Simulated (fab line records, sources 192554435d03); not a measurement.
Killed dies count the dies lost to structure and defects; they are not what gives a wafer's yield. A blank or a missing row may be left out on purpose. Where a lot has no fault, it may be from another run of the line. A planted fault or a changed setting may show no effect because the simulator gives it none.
fab line records | flow n5_finfet
[record] lots = 7 wafers = 21
route steps=1938 shown BEOL_M0@715 BEOL_M1@778 BEOL_M5@1120 BEOL_M6@1211 BEOL_M7@1270
start_h: hours from the record's opening day to when the first of the lot's shown wafers began | wait_h: hours since the lot's step before | " as in the row above | L1.1+2: a single row standing in for several wafers | - no value, or no start given | * or withheld: withheld | < > ~ a bound
route shown NAME@n: names a module that has steps shown in the file, with the first one's number in the route | usual: mean/standard deviation of fault-free wafers | same: alike in all rows | chamber/n: place in a boat | sites: per-site readings | _std_site: standard deviation across them | _edge_site: inner sites' mean taken away from outer sites' mean | radius_mm: for every site, how far away it sits from the centre of the wafer | mask NAME#n: copy n | behind: tool/chamber where the wafer was last shaped | hold: reason for holding the lot/hours on hold/outcome of the hold | device: which transistor (n, p or np) failed to switch | end of line: the same wafers' tests at the end of the route | a step given without rows: its recipe and nothing more | killed: count of dies lost to structure and defects at first sort (not the wafer's yield) | map: dies across one wafer; x = killed, . = not, _ = none there
set.NAME: the run value of the setting; set.NAME@STEP: its run value at that earlier step | model.NAME: the simulator's own value behind a step, which no gauge read
lots whose settings were changed on purpose; a table a step, a row a wafer
[[steps]]
[step N5_BEOL_M0_ETCH_138]
[recipe] chemistry = CH3F/O2 target_depth_a = 120 target = SiCN time_s = 31.6 ion_energy_ev = 120 pressure_mtorr = 30 source_w = 395 bias_w = 75 Ar_flow_sccm = 150 CH3F_flow_sccm = 30 O2_flow_sccm = 20 ends = cleared
[usual] rf_vpp_V = 297.5/1.6
// columns lot.wafer tool chamber start_h wait_h set.source_w rf_vpp_V
L076.2 rie_diel-01 3 133.51 0.0 395 296.7
L076.3 " 2 " " 395 298.3
L076.6 " 1 " " 395 298.1
L077.2 rie_diel-04 2 134.61 0.0 454 284.7
L077.5 " 3 " " 454 286.5
L077.6 " 2 " " 395 298.3
L084.2 rie_diel-03 2 176.34 0.0 354.6 310.1
L084.4 " 3 " " 354.6 307.3
L084.6 " 3 " " 395 296.6
L086.1 rie_diel-04 3 188.40 0.0 419.3 293.2
L086.3 " 0 " " 395 296.9
L086.5 " 1 " " 419.3 289.4
L087.1 rie_diel-01 0 191.86 0.0 328.3 314.1
L087.2 " 2 " " 395 296.2
L087.5 " 1 " " 328.3 319.3
L094.1 rie_diel-04 1 237.28 0.0 395 296.7
L094.5 " 1 " " 395 297.0
L094.6 " 0 " " 395 296.5
L096.3 rie_diel-01 0 242.68 0.0 463.8 280.9
L096.4 " 1 " " 463.8 285.0
L096.6 " 0 " " 395 295.4
[step N5_BEOL_M1_COAT_68]
[recipe] resist = SiARC temp_c = 220 time_s = 60 spin_rpm = 1500 resist_thk_nm = 12
// columns lot.wafer tool chamber start_h wait_h set.spin_rpm model.SiARC_of_BEOL_M1_COAT_68.thk_nm
L077.2+5+6 litho_track-02 0 - - 1500 12
L076.2+3+6 litho_track-03 0 - - 1500 12
L084.2 litho_track-03 0 - - 1559 11.8
L084.4+6 " 0 " " 1500 12
L086.1+3+5 litho_track-03 0 - - 1664 11.4
L087.1+2+5 litho_track-03 0 - - 1500 12
L094.1 litho_track-01 0 - - 1642 11.4
L094.5+6 " 0 " " 1500 12
L096.3+4+6 litho_track-03 0 - - 1500 12
[step N5_BEOL_M1_COAT_76]
[recipe] resist = underlayer temp_c = 205 time_s = 60 spin_rpm = 1500 resist_thk_nm = 5
// columns lot.wafer tool chamber start_h wait_h set.temp_c
L077.2+6 litho_track-02 0 - - 205
L077.5 " 0 " " 196
L076.2+3+6 litho_track-03 0 - - 205
L084.2+4+6 litho_track-03 0 - - 205
L086.1+3+5 litho_track-03 0 - - 205
L087.1+5 litho_track-03 0 - - 211.1
L087.2 " 0 " " 205
L094.1+5 litho_track-01 0 - - 201.4
L094.6 " 0 " " 205
L096.3 litho_track-03 0 - - 205
L096.4+6 " 0 " " 197.3
[step N5_BEOL_M1_COAT_22]
[recipe] resist = CAR-EUV spin_rpm = 1500 resist_thk_nm = 30
[step N5_BEOL_M1_EBR_24]
[recipe] solvent = PGMEA ebr_width_mm = 1.5
[step N5_BEOL_M1_DESCUM_33]
[recipe] chemistry = O2 time_s = 7 source_power_w = 50 bias_power_w = 20 pressure_mtorr = 20 rf_frequency_hz = 2.712e+07 temp_c = 40 resist = CAR-EUV o2_flow_sccm = 225
[step N5_BEOL_M1_ETCH_77]
[recipe] chemistry = N2/H2 target = underlayer target_depth_a = 65 mask_material = CAR-EUV time_s = 5.2 ion_energy_ev = 200 pressure_mtorr = 30 source_w = 840 bias_w = 150 n2_flow_sccm = 200 h2_flow_sccm = 200 ends = cleared
[step N5_BEOL_M1_ETCH_69]
[recipe] chemistry = CF4 target = SiARC target_depth_a = 156 mask_material = CAR-EUV time_s = 26 ion_energy_ev = 80 pressure_mtorr = 40 source_w = 545 bias_w = 36 Ar_flow_sccm = 100 cf4_flow_sccm = 100 ends = cleared
// columns lot.wafer tool chamber start_h wait_h set.spin_rpm@BEOL_M1_COAT_68 model.etch.depth_nm
L077.2 rie_diel-02 0 142.24 0.0 1500 12.02
L077.5 " 0 " " 1500 12.06
L077.6 " 3 " " 1500 12.04
L076.2 rie_diel-06 3 146.29 0.0 1500 12.04
L076.3 " 2 " " 1500 12.03
L076.6 " 3 " " 1500 12.08
L084.2 rie_diel-06 3 186.84 0.0 1559 11.83
L084.4 " 0 " " 1500 12.05
L084.6 " 0 " " 1500 12.08
L086.1 rie_diel-02 3 196.72 0.0 1664 11.39
L086.3+5 " 2,3 " " 1664 11.42
L087.1 rie_diel-05 2 199.45 0.0 1500 12.02
L087.2 " 3 " " 1500 11.99
L087.5 " 3 " " 1500 11.95
L094.1 rie_diel-05 0 245.86 0.0 1642 11.46
L094.5+6 " 2,3 " " 1500 11.95
L096.3 rie_diel-05 2 252.44 0.0 1500 12.02
L096.4 " 0 " " 1500 12
L096.6 " 0 " " 1500 11.96
[step N5_BEOL_M5_COAT_05]
[recipe] resist = CAR-EUV spin_rpm = 1500 resist_thk_nm = 30
// columns lot.wafer tool chamber start_h wait_h set.spin_rpm model.CAR-EUV_of_BEOL_M5_COAT_05.thk_nm
L077.2 litho_track-03 0 - - 1346 31.6
L077.5+6 " 0 " " 1500 30
L076.2+3+6 litho_track-04 0 - - 1500 30.2
L086.1+3 litho_track-05 0 - - 1599 29
L086.5 " 0 " " 1500 30
L084.2 litho_track-04 0 - - 1500 30.2
L084.4+6 " 0 " " 1625 29
L087.1 litho_track-03 0 - - 1547 29.6
L087.2+5 " 0 " " 1500 30
L094.1+5 litho_track-04 0 - - 1500 30
L094.6 " 0 " " 1500 29.8
L096.3 litho_track-05 0 - - 1500 30
L096.4+6 " 0 " " 1641 28.6
[step N5_BEOL_M5_EXPOSE_08]
[recipe] mask_id = M5 na = 0.33 source_shape = annular sigma_inner = 0.4 sigma_outer = 0.8 polarization = unpolarized target_cd_nm = 28 dose_mj = 35.75
// columns lot.wafer tool chamber start_h wait_h mask set.dose_mj
L077.2+5+6 euv_scanner-02 0 263.38 - M5#0 35.75
L076.2+3+6 euv_scanner-01 0 271.71 - M5#0 35.75
L086.1+5 euv_scanner-02 0 299.98 - M5#0 33.82
L086.3 " 0 " " M5#0 35.75
L084.2+4+6 euv_scanner-01 0 306.81 - M5#0 35.75
L087.1+2+5 euv_scanner-01 0 356.72 - M5#0 35.75
L094.1+5 euv_scanner-01 0 364.75 - M5#0 35.75
L094.6 " 0 " " M5#0 33.4
L096.3+4 euv_scanner-01 0 370.10 - M5#0 35.75
L096.6 " 0 " " M5#0 33.49
[step N5_BEOL_M5_PEB_09]
[recipe] peb_temp_c = 100 peb_time_s = 60 resist = CAR-EUV
[step N5_BEOL_M5_DEVELOP_10]
[recipe] develop_time_s = 30 developer = TMAH resist = CAR-EUV rinse_liquid = surfactant_rinse dry = air_spin dev_temp_c = 23
[step N5_BEOL_M5_CD_MEAS_11]
[recipe] target_cd_nm = 27.74 landing_energy_ev = 500 detector = se_inlens
[usual] cd_nm = 28.0/0.31
// columns lot.wafer tool chamber start_h wait_h set.dose_mj@BEOL_M5_EXPOSE_08 cd_nm
L077.2 cd_sem-01 0 263.50 - 35.75 28.3
L077.5 " 0 " " 35.75 28.2
L077.6 " 0 " " 35.75 28.3
L076.2 cd_sem-01 0 271.83 - 35.75 28.2
L076.3 " 0 " " 35.75 28.3
L076.6 " 0 " " 35.75 28.2
L086.1 cd_sem-03 0 300.11 - 33.82 26.8
L086.3 " 0 " " 35.75 27.7
L086.5 " 0 " " 33.82 26.8
L084.2 cd_sem-01 0 306.93 - 35.75 28.0
L084.4 " 0 " " 35.75 27.6
L084.6 " 0 " " 35.75 28.0
L087.1 cd_sem-02 0 356.85 - 35.75 27.5
L087.2 " 0 " " 35.75 27.4
L087.5 " 0 " " 35.75 28.0
L094.1 cd_sem-02 0 364.88 - 35.75 27.8
L094.5 " 0 " " 35.75 27.9
L094.6 " 0 " " 33.4 26.4
L096.3 cd_sem-02 0 370.22 - 35.75 28.0
L096.4 " 0 " " 35.75 28.3
L096.6 " 0 " " 33.49 26.1
[step N5_BEOL_M5_DESCUM_16]
[recipe] chemistry = O2 time_s = 7 source_power_w = 50 bias_power_w = 20 pressure_mtorr = 20 rf_frequency_hz = 2.712e+07 temp_c = 40 resist = CAR-EUV o2_flow_sccm = 225
// columns lot.wafer tool chamber start_h wait_h set.dose_mj@BEOL_M5_EXPOSE_08 model.BEOL_M5.cd_nm
L077.2 rie_diel-05 0 263.93 0.3 35.75 28
L077.5+6 " 1,2 " " 35.75 27.8
L076.2 rie_diel-05 3 272.08 0.2 35.75 28.2
L076.3+6 " 0,3 " " 35.75 28.6
L086.1 rie_diel-05 1 300.38 0.2 33.82 26.4
L086.3 " 0 " " 35.75 28
L086.5 " 1 " " 33.82 26.6
L084.2+6 rie_diel-02 0,3 307.06 0.0 35.75 28
L084.4 " 1 " " 35.75 27.8
L087.1+2 rie_diel-06 3,0 356.97 0.0 35.75 27.6
L087.5 " 2 " " 35.75 27.8
L094.1 rie_diel-05 2 365.00 0.0 35.75 27.6
L094.5 " 0 " " 35.75 28.2
L094.6 " 3 " " 33.4 26.4
L096.3 rie_diel-05 2 370.34 0.0 35.75 27.8
L096.4 " 2 " " 35.75 28
L096.6 " 3 " " 33.49 26.4
[step N5_BEOL_M5_ETCH_72]
[recipe] chemistry = N2/H2 target = underlayer target_depth_a = 65 mask_material = CAR-EUV time_s = 5.2 ion_energy_ev = 200 pressure_mtorr = 30 source_w = 840 bias_w = 150 n2_flow_sccm = 200 h2_flow_sccm = 200 ends = cleared
// columns lot.wafer tool chamber start_h wait_h set.dose_mj@BEOL_M5_EXPOSE_08 model.BEOL_M5.cd_nm
L077.2 rie_diel-05 0 263.96 0.0 35.75 28
L077.5+6 " 1,2 " " 35.75 27.8
L076.2 rie_diel-05 3 272.12 0.0 35.75 28.2
L076.3 " 0 " " 35.75 28.4
L076.6 " 3 " " 35.75 28.6
L086.1 rie_diel-05 1 300.42 0.0 33.82 26.4
L086.3 " 0 " " 35.75 27.8
L086.5 " 1 " " 33.82 26.6
L084.2+6 rie_diel-02 0,3 307.09 0.0 35.75 28
L084.4 " 1 " " 35.75 27.8
L087.1+2 rie_diel-06 3,0 357.00 0.0 35.75 27.6
L087.5 " 2 " " 35.75 27.8
L094.1 rie_diel-05 2 365.04 0.0 35.75 27.6
L094.5 " 0 " " 35.75 28
L094.6 " 3 " " 33.4 26.4
L096.3 rie_diel-05 2 370.38 0.0 35.75 27.8
L096.4 " 2 " " 35.75 28
L096.6 " 3 " " 33.49 26.4
[step N5_BEOL_M5_ETCH_61]
[recipe] chemistry = CF4 target = SiARC target_depth_a = 156 mask_material = CAR-EUV time_s = 26 ion_energy_ev = 80 pressure_mtorr = 40 source_w = 545 bias_w = 36 Ar_flow_sccm = 100 cf4_flow_sccm = 100 ends = cleared
// columns lot.wafer tool chamber start_h wait_h set.dose_mj@BEOL_M5_EXPOSE_08 model.BEOL_M5.cd_nm
L077.2+5+6 rie_diel-05 0,1,2 263.98 0.0 35.75 27.8
L076.2+3 rie_diel-05 3,0 272.14 0.0 35.75 28.2
L076.6 " 3 " " 35.75 28.6
L086.1 rie_diel-05 1 300.43 0.0 33.82 26.4
L086.3 " 0 " " 35.75 27.8
L086.5 " 1 " " 33.82 26.8
L084.2+4 rie_diel-02 0,1 307.11 0.0 35.75 27.8
L084.6 " 3 " " 35.75 28.2
L087.1 rie_diel-06 3 357.02 0.0 35.75 27.4
L087.2+5 " 0,2 " " 35.75 27.6
L094.1 rie_diel-05 2 365.06 0.0 35.75 27.6
L094.5 " 0 " " 35.75 27.8
L094.6 " 3 " " 33.4 26.6
L096.3 rie_diel-05 2 370.39 0.0 35.75 27.8
L096.4 " 2 " " 35.75 28
L096.6 " 3 " " 33.49 26.6
[step N5_BEOL_M5_ETCH_62]
[recipe] chemistry = N2/H2 target = SOC target_depth_a = 750 overetch_a = 150 mask_material = SiARC temp_c = 40 time_s = 112.5 ion_energy_ev = 200 pressure_mtorr = 30 source_w = 840 bias_w = 150 n2_flow_sccm = 200 h2_flow_sccm = 200
// columns lot.wafer tool chamber start_h wait_h set.dose_mj@BEOL_M5_EXPOSE_08 model.BEOL_M5.cd_nm
L077.2+5 rie_diel-05 0,1 264.01 0.0 35.75 27.6
L077.6 " 2 " " 35.75 28.2
L076.2 rie_diel-05 3 272.16 0.0 35.75 28.6
L076.3 " 0 " " 35.75 28.2
L076.6 " 3 " " 35.75 28.8
L086.1 rie_diel-05 1 300.46 0.0 33.82 26.2
L086.3 " 0 " " 35.75 28
L086.5 " 1 " " 33.82 26.4
L084.2+4 rie_diel-02 0,1 307.13 0.0 35.75 27.4
L084.6 " 3 " " 35.75 27.6
L087.1+2 rie_diel-06 3,0 357.05 0.0 35.75 27.8
L087.5 " 2 " " 35.75 27.4
L094.1 rie_diel-05 2 365.08 0.0 35.75 27.6
L094.5 " 0 " " 35.75 28
L094.6 " 3 " " 33.4 27
L096.3+4 rie_diel-05 2 370.42 0.0 35.75 28.2
L096.6 " 3 " " 33.49 26.8
[step N5_BEOL_M6_ETCH_61]
[recipe] chemistry = CF4 target = SiARC target_depth_a = 455 mask_material = CAR-ArF time_s = 75.8 ion_energy_ev = 80 pressure_mtorr = 40 source_w = 545 bias_w = 36 Ar_flow_sccm = 100 cf4_flow_sccm = 100 ends = cleared
[usual] rf_vpp_V = 183.9/1.1
// columns lot.wafer tool chamber start_h wait_h set.bias_w rf_vpp_V
L077.2 rie_diel-04 1 276.80 0.0 31.26 168.6
L077.5 " 1 " " 31.26 167.4
L077.6 " 2 " " 36 186.3
L076.2 rie_diel-04 1 286.11 0.0 36 184.1
L076.3 " 2 " " 36 184.7
L076.6 " 3 " " 36 185.3
L086.1 rie_diel-01 2 314.05 0.0 36 183.8
L086.3 " 0 " " 39.04 192.8
L086.5 " 1 " " 39.04 194.5
L084.2 rie_diel-04 1 329.25 0.0 36 184.3
L084.4 " 3 " " 36 185.5
L084.6 " 3 " " 36 184.5
L087.1 rie_diel-01 1 374.16 0.0 38.75 195.3
L087.2 " 0 " " 38.75 191.8
L087.5 " 3 " " 36 182.0
L094.1 rie_diel-01 0 382.15 0.0 37.82 187.8
L094.5 " 1 " " 36 186.4
L094.6 " 2 " " 36 183.5
L096.3 rie_diel-03 3 385.21 0.0 36 183.1
L096.4 " 1 " " 36 182.5
L096.6 " 0 " " 36 183.5
[step N5_BEOL_M7_COAT_05]
[recipe] resist = CAR-ArF spin_rpm = 1500 resist_thk_nm = 90
// columns lot.wafer tool chamber start_h wait_h set.spin_rpm model.CAR-ArF_of_BEOL_M7_COAT_05.thk_nm
L077.2+6 litho_track-02 0 - - 1399 93
L077.5 " 0 " " 1500 90.2
L076.2 litho_track-05 0 - - 1500 90.4
L076.3 " 0 " " 1500 90
L076.6 " 0 " " 1500 90.2
L086.1 litho_track-04 0 - - 1401 93
L086.3 " 0 " " 1500 89.4
L086.5 " 0 " " 1500 90
L084.2+6 litho_track-02 0 - - 1500 90.2
L084.4 " 0 " " 1648 86
L087.1+5 litho_track-04 0 - - 1598 87
L087.2 " 0 " " 1598 86.8
L094.1+6 litho_track-05 0 - - 1548 88.8
L094.5 " 0 " " 1500 90
L096.3 litho_track-02 0 - - 1500 89.6
L096.4 " 0 " " 1543 88.8
L096.6 " 0 " " 1543 88.6
[[key]]
[split] step = N5_BEOL_M0_ETCH_138 setting = source_w stated = 395 by = wafer
[response] step = N5_BEOL_M0_ETCH_138 reading = rf_vpp_V change = -0.954 per = 1% r = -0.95
[split] step = N5_BEOL_M1_COAT_68 setting = spin_rpm stated = 1500 by = wafer
[response] step = N5_BEOL_M1_COAT_68 reading = model.SiARC_of_BEOL_M1_COAT_68.thk_nm change = -0.0615 per = 1% r = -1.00
[response] step = N5_BEOL_M1_ETCH_69 reading = model.etch.depth_nm change = -0.0534 per = 1% r = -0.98
[split] step = N5_BEOL_M1_COAT_76 setting = temp_c stated = 205 by = wafer
response none clear
[split] step = N5_BEOL_M5_COAT_05 setting = spin_rpm stated = 1500 by = wafer
[response] step = N5_BEOL_M5_COAT_05 reading = model.CAR-EUV_of_BEOL_M5_COAT_05.thk_nm change = -0.15 per = 1% r = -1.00
[split] step = N5_BEOL_M5_EXPOSE_08 setting = dose_mj stated = 35.75 by = wafer
[response] step = N5_BEOL_M5_CD_MEAS_11 reading = cd_nm change = +0.243 per = 1% r = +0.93
[response] step = N5_BEOL_M5_DESCUM_16 reading = model.BEOL_M5.cd_nm change = +0.244 per = 1% r = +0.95
[response] step = N5_BEOL_M5_ETCH_72 reading = model.BEOL_M5.cd_nm change = +0.229 per = 1% r = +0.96
[response] step = N5_BEOL_M5_ETCH_61 reading = model.BEOL_M5.cd_nm change = +0.195 per = 1% r = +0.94
[response] step = N5_BEOL_M5_ETCH_62 reading = model.BEOL_M5.cd_nm change = +0.207 per = 1% r = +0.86
[split] step = N5_BEOL_M6_ETCH_61 setting = bias_w stated = 36 by = wafer
[response] step = N5_BEOL_M6_ETCH_61 reading = rf_vpp_V change = +1.3 per = 1% r = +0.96
[split] step = N5_BEOL_M7_COAT_05 setting = spin_rpm stated = 1500 by = wafer
[response] step = N5_BEOL_M7_COAT_05 reading = model.CAR-ArF_of_BEOL_M7_COAT_05.thk_nm change = -0.432 per = 1% r = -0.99
